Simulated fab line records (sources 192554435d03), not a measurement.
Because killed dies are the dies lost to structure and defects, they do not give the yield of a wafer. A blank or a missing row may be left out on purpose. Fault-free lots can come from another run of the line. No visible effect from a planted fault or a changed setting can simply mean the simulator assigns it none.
Chamber matching :: flow n5_finfet :: 4 sister chambers for N5_HKMG_FIN_ALD_75 on ald_hk-02
The step deposits Al2O3, target thk 1 nm, co reactant pulse time 1 s. 4 wafers are shown with their chamber, then 8 later ones without.

## EACH WAFER AND ITS CHAMBER
wafer: L092.3
chamber: 0
heater_power_w (W): 162

wafer: L092.4
chamber: 2
heater_power_w (W): 153

wafer: L093.4
chamber: 3
heater_power_w (W): 180

wafer: L094.2
chamber: 1
heater_power_w (W): 171

## WAFERS WITHOUT THEIR CHAMBER
wafer: L094.4
heater_power_w (W): 152

wafer: L094.6
heater_power_w (W): 147

wafer: L095.3
heater_power_w (W): 171

wafer: L095.4
heater_power_w (W): 160

wafer: L095.6
heater_power_w (W): 163

wafer: L096.1
heater_power_w (W): 177

wafer: L096.5
heater_power_w (W): 167

wafer: L096.6
heater_power_w (W): 159

## CHAMBER TAKEN BY EACH
wafer: L094.4
from the rows above: 2
in truth: 2

wafer: L094.6
from the rows above: 2
in truth: 2

wafer: L095.3
from the rows above: 1
in truth: 1

wafer: L095.4
from the rows above: can't be placed: 0 or 2
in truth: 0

wafer: L095.6
from the rows above: 0
in truth: 0

wafer: L096.1
from the rows above: can't be placed: 3 or 1
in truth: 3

wafer: L096.5
from the rows above: can't be placed: 1 or 0
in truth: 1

wafer: L096.6
from the rows above: can't be placed: 0 or 2
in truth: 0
4 of 8 placed correctly. Unplaceable from these rows: 4, with the true chamber sitting among the candidates in 4. Number placed wrongly: 0.
How it was worked out, from the rows above alone: a wafer's distance from a chamber is the root of the sum, over the readings, of the square of ((its reading less the chamber's mean) divided by the reading's scatter). The wafer belongs to the nearest chamber; if the next one is less than 2 further off, it can't be placed. Each chamber's mean is taken over the wafers shown for it. The scatter (one wafer shown for each chamber): square how far every hidden wafer sits from the nearest shown wafer, average those squares and take the square root.
